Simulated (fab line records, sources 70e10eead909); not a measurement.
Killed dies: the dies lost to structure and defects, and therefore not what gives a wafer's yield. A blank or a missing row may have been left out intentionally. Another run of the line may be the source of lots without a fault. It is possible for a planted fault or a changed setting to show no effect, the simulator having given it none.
Struck lot and sound lot, side by side    flow nandHarc    15 steps out of a route of 1159
Sound: wafers L555.1, L555.3, L555.5. Struck: wafers L562.3, L562.5. (L562.1 of the same lot was not struck and is left out.) The cause comes at the end.
Each step with rows lists, per side, the tool, then ch with its chambers, then its first start. Under that, the readings that differ: sound wafers    struck wafers    difference of the means    sigmas: that difference in standard deviations of wafers without a fault.
alike: readings whose means differ by less than 2 such deviations, and words and numbers that are the same on both sides. not compared: withheld readings, readings that some wafer has no value for, bounds like >300 that may hide the same value, and numbers for which the record gives no deviation and whose values overlap.
Wherever a step has rows on one side only, a row that says differs or no value, or a row with sigmas, the two part there. When numbers do not overlap yet have no deviation, they are printed without sigmas and do not part them. A reading missing from all wafers of one side parts the sides only when that side holds two or more wafers.

first, 3 steps without rows for these wafers: NHARC_THIN_TSV_EXPOSE_09 (exposes mask TSV); NHARC_THIN_TSV_PEB_10 (peb time 85 s); NHARC_THIN_TSV_DEVELOP_11 (time 70 s).
NHARC_THIN_TSV_CD_MEAS_12 targets a cd of 1000 nm.
  sound on cdSem-02 ch 0, day 18 08:44; struck on cdSem-03 ch 0, day 20 20:28
  alike: cdNm
then, 1 step without rows for these wafers: NHARC_THIN_TSV_HARDBAKE_13 (time 80 s).
NHARC_THIN_TSV_DESCUM_14: chemistry O2, time 3 s.
  sound on rieDiel-01 ch 1,2, day 18 08:53; struck on rieDiel-01 ch 1,2, day 20 20:38
  alike: drypumpMotorCurrentA, o2FlowSccm, oesProductAu, rfVppV, showerheadPlenumPTorr, throttleValvePct
  not compared: rfHoursCounterH
NHARC_THIN_TSV_ETCH_44: etches the open film in CF4/O2, target depth 1594.2 nm, time 797.1 s.
  sound on rieDiel-01 ch 0,1,2, day 18 08:58; struck on rieDiel-01 ch 1,3, day 20 20:46
  alike: drypumpMotorCurrentA, o2FlowSccm, oesProductAu, rfVppV, showerheadPlenumPTorr, throttleValvePct
  not compared: rfHoursCounterH
NHARC_THIN_TSV_ETCH_15: target depth 3000 nm, bosch target overetch cycles 2, bosch etch step 2.8 s.
  sound on rieSi-04 ch 0,2, day 18 09:33; struck on rieSi-04 ch 0,1, day 20 21:17
reading                   sound        struck   difference  sigmas
drypumpMotorCurrentA (A)  6.5 4.7 4.7  6.5 6.6  +1.2        +2
  not compared: rfHoursCounterH
NHARC_THIN_TSV_CD_MEAS_16:
  sound on cdSem-02, day 18 09:41; struck on cdSem-01, day 20 21:25
  alike: cdNm
then, 2 steps without rows for these wafers: NHARC_THIN_TSV_STRIP_45 (strips in O2); NHARC_THIN_TSV_STRIP_46 (strips in post etch residue remover, time 1200 s).
NHARC_THIN_TSV_DEP_47: deposits SiO2, target thk 200 nm.
  sound on pecvd-03 ch 1,2, day 18 10:34; struck on pecvd-02 ch 0, day 20 22:28
  alike: throttleValvePct
NHARC_THIN_TSV_ETCHBACK_48: etches the open film in C4F8/Ar, target depth 1028.5 nm, time 405.17 s.
  sound on rieDiel-11 ch 0,2,3, day 18 11:01; struck on rieDiel-11 ch 3, day 20 22:49
reading          sound              struck       difference  sigmas
rfFwdPowerW (W)  596.9 601.9 597.7  692.7 696.5  +95.8       +48
  alike: oesProductAu, rfVppV
  not compared: rfHoursCounterH
NHARC_THIN_TSV_STRIP_62: strips in N2/H2, time 20 s.
  sound on plasmaAsher-02 ch 0,1, day 18 11:22; struck on plasmaAsher-01 ch 0,1, day 20 23:13
  alike: drypumpMotorCurrentA, heaterPowerW, tempC
  not compared: rfHoursCounterH
NHARC_END_SORT_01:
  the record has rows for the struck wafers here (prober-02 ch 0, day 21 11:51) and none for the sound ones

== WHERE THEY PART ==
First at NHARC_THIN_TSV_ETCH_15; last, within this record, at NHARC_END_SORT_01.

WHY: whatever the simulator had introduced
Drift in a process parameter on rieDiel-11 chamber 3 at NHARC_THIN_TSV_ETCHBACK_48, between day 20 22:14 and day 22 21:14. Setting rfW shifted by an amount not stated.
